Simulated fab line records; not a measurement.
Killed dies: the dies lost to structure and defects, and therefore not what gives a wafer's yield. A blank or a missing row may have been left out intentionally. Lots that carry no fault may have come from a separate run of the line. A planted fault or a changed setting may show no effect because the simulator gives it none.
Struck lot and sound lot, side by side / flow nand harc / 14 out of 1302 route steps
Sound: these wafers, L941.3, L941.5, L941.6. Struck: wafer L953.4 (left out: L953.1, L953.6 of the same lot, which were not struck); the cause appears at the end.
Per side, at each step with rows, come the tool, then ch with its chambers, and then its first start. Under that, the readings that differ: sound wafers / struck wafers / difference of the means / sigmas: that difference in standard deviations of wafers without a fault.
alike: words and numbers the same on both sides, and readings whose means are apart by under 2 such deviations; not compared: readings that were withheld, readings missing a value for some wafer, numbers with overlapping values and no deviation given by the record, and bounds like >300 which may hide the same value.
The two part at a step that has a row with sigmas, a row that says differs or no value, or rows on one side only. Non-overlapping numbers with no deviation appear without sigmas and do not part them. Lack of a reading on every wafer of one side parts them only where that side has two or more wafers.

first, 6 steps without rows for these wafers: NHARC_A_STAIRCASE_SOFTBAKE_179 (time 170 s); NHARC_A_STAIRCASE_EBR_180; NHARC_A_STAIRCASE_EXPOSE_181 (exposes mask STAIR 2); NHARC_A_STAIRCASE_PEB_182 (peb time 130 s); NHARC_A_STAIRCASE_DEVELOP_183 (time 140 s); NHARC_A_STAIRCASE_HARDBAKE_185 (time 140 s).
NHARC_A_STAIRCASE_DESCUM_186: chemistry O2, time 3 s.
  sound on rie diel-07 ch 2,3, day 16 23:56; struck on rie diel-08 ch 3, day 21 13:19
reading=chamber pressure mTorr (mTorr); sound=60.11 60.03 59.98; struck=59.91; difference=-0.13; sigmas=-2
reading=oes product au (a.u.); sound=0.996 1.005 1.001; struck=0.986; difference=-0.015; sigmas=-2
reading=rf vpp V (V); sound=56.7 58.3 58.7; struck=55.7; difference=-2.2; sigmas=-2
  alike: drypump motor current A, showerhead plenum p Torr, throttle valve pct
  not compared: rf hours counter h
then, 1 step without rows for these wafers: NHARC_A_STAIRCASE_TRIM_187 (chemistry O2, time 211.2 s).
NHARC_A_STAIRCASE_ETCH_188: etches the open film in C4F8/O2, target depth 100 nm, time 40.5 s.
  sound on rie diel-07 ch 0,1,3; struck on rie diel-08 ch 2
reading=oes product au (a.u.); sound=0.950 0.950 0.945; struck=0.978; difference=+0.030; sigmas=+2
  alike: chamber pressure mTorr, rf vpp V
  not compared: rf hours counter h
NHARC_A_STAIRCASE_TRIM_189: chemistry O2, time 211.2 s.
  sound on rie diel-07 ch 2,3; struck on rie diel-08 ch 3
  alike: chamber pressure mTorr, drypump motor current A, oes product au, rf vpp V, showerhead plenum p Torr, throttle valve pct
  not compared: rf hours counter h
NHARC_A_STAIRCASE_ETCH_190: etches the open film in C4F8/O2, target depth 100 nm, time 40.5 s.
  sound on rie diel-07 ch 1,2; struck on rie diel-08 ch 0
  alike: chamber pressure mTorr, oes product au, rf vpp V
  not compared: rf hours counter h
NHARC_A_STAIRCASE_TRIM_191: chemistry O2, time 211.2 s.
  sound on rie diel-07 ch 1,2, day 17 00:29; struck on rie diel-08 ch 0, day 21 13:50
reading=oes product au (a.u.); sound=1.001 1.003 0.990; struck=0.826; difference=-0.172; sigmas=-23
  alike: chamber pressure mTorr, drypump motor current A, rf vpp V, showerhead plenum p Torr, throttle valve pct
  not compared: rf hours counter h
NHARC_A_STAIRCASE_ETCH_192: etches the open film in C4F8/O2, target depth 100 nm, time 40.5 s.
  sound on rie diel-07 ch 0,3; struck on rie diel-08 ch 0
  alike: chamber pressure mTorr, oes product au, rf vpp V
  not compared: rf hours counter h
-- the record jumps here: 8 days lie between the struck wafers' starts before and after (it left off in module A_STAIRCASE and takes up again in module END, whose first step shown is number 1302 of the route) --
NHARC_END_SORT_01:
  sound on prober-01 ch 0, day 25 06:26; struck on prober-02 ch 0, day 29 15:58
reading=killed at array; sound=74 85 85; struck=448; difference=+367; sigmas=+17
reading=killed dies; sound=79 89 88; struck=450; difference=+365; sigmas=+18
  alike: killed at other, killed at periphery, killed open, killed short

WHERE THEY PART
Last at NHARC_END_SORT_01 as far as this record goes, first at NHARC_A_STAIRCASE_DESCUM_186.

WHY: what had been put in by the simulator
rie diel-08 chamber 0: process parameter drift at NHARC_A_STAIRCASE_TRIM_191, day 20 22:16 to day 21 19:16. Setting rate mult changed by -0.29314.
